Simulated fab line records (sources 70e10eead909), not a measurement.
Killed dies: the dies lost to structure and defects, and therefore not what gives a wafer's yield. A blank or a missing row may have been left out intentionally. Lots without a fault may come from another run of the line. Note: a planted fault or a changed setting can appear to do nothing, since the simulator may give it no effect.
Matching of chambers -- flow nand_harc -- NHARC_P_ZERO_WELL_DESCUM_13 on rie_diel-09: 4 sister chambers
The step chemistry O2, time 3 s. 7 wafers are shown with their chamber, then 7 later ones without.

## EACH WAFER AND ITS CHAMBER
wafer,chamber,drypump_motor_current_A (A),o2_flow_sccm (sccm)
L076.1,2,5.8,200.3
L090.6,3,5.7,200.0
L091.3,0,5.2,200.3
L091.4,0,5.2,200.3
L091.6,1,5.7,199.8
L093.1,3,5.6,199.4
L093.3,1,5.7,199.7

## WAFERS WITHOUT THEIR CHAMBER
wafer,drypump_motor_current_A (A),o2_flow_sccm (sccm)
L093.6,5.2,200.1
L095.1,5.6,200.3
L095.3,5.6,199.6
L095.4,5.7,200.9
L097.2,5.2,200.4
L097.4,5.7,200.3
L097.5,5.7,200.4

## WHICH CHAMBER EACH WENT THROUGH
wafer,from the rows above,in truth
L093.6,0,0
L095.1,can't be placed: 3 or 1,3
L095.3,can't be placed: 3 or 1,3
L095.4,can't be placed: 2 or 1 or 3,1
L097.2,0,0
L097.4,can't be placed: 1 or 2 or 3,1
L097.5,can't be placed: 2 or 1 or 3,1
Correctly placed: 2 of 7. Can't be placed from these rows: 5 (the true chamber is among the candidates in 5). Placed wrongly: 0.
How it was worked out, from the rows above alone: a wafer's distance from a chamber is the root of the sum, over the readings, of the square of ((its reading less the chamber's mean) divided by the reading's scatter). If the next closest chamber is less than 2 further off than the closest, the wafer can't be placed; otherwise it belongs to the closest. For every chamber, the mean is computed from those of its wafers that are shown. The scatter is the square root of a quotient: the sum, over the shown wafers, of each reading's squared deviation from its chamber's mean, divided by wafers minus chambers.
